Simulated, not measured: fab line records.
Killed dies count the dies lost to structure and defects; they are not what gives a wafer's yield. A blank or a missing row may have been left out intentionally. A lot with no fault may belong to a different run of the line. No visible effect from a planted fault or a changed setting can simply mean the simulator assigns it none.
Chamber matching / flow n5 finfet / N5_BEOL_M5_ETCH_75 on rie diel-06 has 4 sister chambers
The step etches underlayer in N2/H2, target depth 6.5 nm, time 5.2 s. 14 wafers are shown with their chamber, then 7 later ones without.

## WAFERS, EACH WITH ITS CHAMBER
wafer=L075.3; chamber=0; drypump motor current A (A)=5.3; showerhead plenum p Torr (Torr)=2.66; oes product au (a.u.)=0.66
wafer=L075.4; chamber=1; drypump motor current A (A)=6.0; showerhead plenum p Torr (Torr)=2.63; oes product au (a.u.)=0.60
wafer=L075.6; chamber=0; drypump motor current A (A)=5.3; showerhead plenum p Torr (Torr)=2.66; oes product au (a.u.)=0.66
wafer=L079.2; chamber=2; drypump motor current A (A)=5.0; showerhead plenum p Torr (Torr)=2.57; oes product au (a.u.)=0.75
wafer=L079.3; chamber=3; drypump motor current A (A)=4.9; showerhead plenum p Torr (Torr)=2.39; oes product au (a.u.)=0.61
wafer=L079.6; chamber=3; drypump motor current A (A)=4.9; showerhead plenum p Torr (Torr)=2.39; oes product au (a.u.)=0.60
wafer=L078.1; chamber=2; drypump motor current A (A)=5.0; showerhead plenum p Torr (Torr)=2.57; oes product au (a.u.)=0.75
wafer=L078.2; chamber=0; drypump motor current A (A)=5.3; showerhead plenum p Torr (Torr)=2.66; oes product au (a.u.)=0.65
wafer=L078.6; chamber=3; drypump motor current A (A)=4.9; showerhead plenum p Torr (Torr)=2.39; oes product au (a.u.)=0.60
wafer=L080.2; chamber=0; drypump motor current A (A)=5.4; showerhead plenum p Torr (Torr)=2.66; oes product au (a.u.)=0.65
wafer=L080.3; chamber=2; drypump motor current A (A)=5.0; showerhead plenum p Torr (Torr)=2.57; oes product au (a.u.)=0.76
wafer=L080.6; chamber=2; drypump motor current A (A)=5.0; showerhead plenum p Torr (Torr)=2.57; oes product au (a.u.)=0.76
wafer=L093.1; chamber=0; drypump motor current A (A)=5.3; showerhead plenum p Torr (Torr)=2.64; oes product au (a.u.)=0.64
wafer=L093.3; chamber=1; drypump motor current A (A)=6.0; showerhead plenum p Torr (Torr)=2.62; oes product au (a.u.)=0.58

SIGNATURES (averages over the wafers above)
reading=drypump motor current A; chamber 0=5.320; chamber 1=6.000; chamber 2=5.000; chamber 3=4.900; scatter within a chamber=0.0283
reading=showerhead plenum p Torr; chamber 0=2.6560; chamber 1=2.6250; chamber 2=2.5700; chamber 3=2.3900; scatter within a chamber=0.00608
reading=oes product au; chamber 0=0.6520; chamber 1=0.5900; chamber 2=0.7550; chamber 3=0.6033; scatter within a chamber=0.00804
Rule: a wafer's distance from a chamber is the root of the sum, over the readings, of the square of ((its reading less the chamber's mean) divided by the reading's scatter). If the next closest chamber is less than 2 further off than the closest, the wafer can't be placed; otherwise it belongs to the closest. The scatter is the square root of a quotient: the sum, over the shown wafers, of each reading's squared deviation from its chamber's mean, divided by wafers minus chambers.

## WAFERS WHOSE CHAMBER IS MISSING
wafer=L093.4; drypump motor current A (A)=5.1; showerhead plenum p Torr (Torr)=2.56; oes product au (a.u.)=0.72
wafer=L095.4; drypump motor current A (A)=5.3; showerhead plenum p Torr (Torr)=2.64; oes product au (a.u.)=0.62
wafer=L095.5; drypump motor current A (A)=6.0; showerhead plenum p Torr (Torr)=2.62; oes product au (a.u.)=0.58
wafer=L095.6; drypump motor current A (A)=5.0; showerhead plenum p Torr (Torr)=2.56; oes product au (a.u.)=0.72
wafer=L097.1; drypump motor current A (A)=5.0; showerhead plenum p Torr (Torr)=2.56; oes product au (a.u.)=0.70
wafer=L097.4; drypump motor current A (A)=5.3; showerhead plenum p Torr (Torr)=2.64; oes product au (a.u.)=0.62
wafer=L097.5; drypump motor current A (A)=5.0; showerhead plenum p Torr (Torr)=2.56; oes product au (a.u.)=0.72

## EACH ONE'S CHAMBER
wafer=L093.4; from the rows above=2; in truth=2
wafer=L095.4; from the rows above=0; in truth=0
wafer=L095.5; from the rows above=1; in truth=1
wafer=L095.6; from the rows above=2; in truth=2
wafer=L097.1; from the rows above=2; in truth=2
wafer=L097.4; from the rows above=0; in truth=0
wafer=L097.5; from the rows above=2; in truth=2
Placed correctly: 7 of 7. Not placeable from these rows: 0. Placed wrongly: 0.
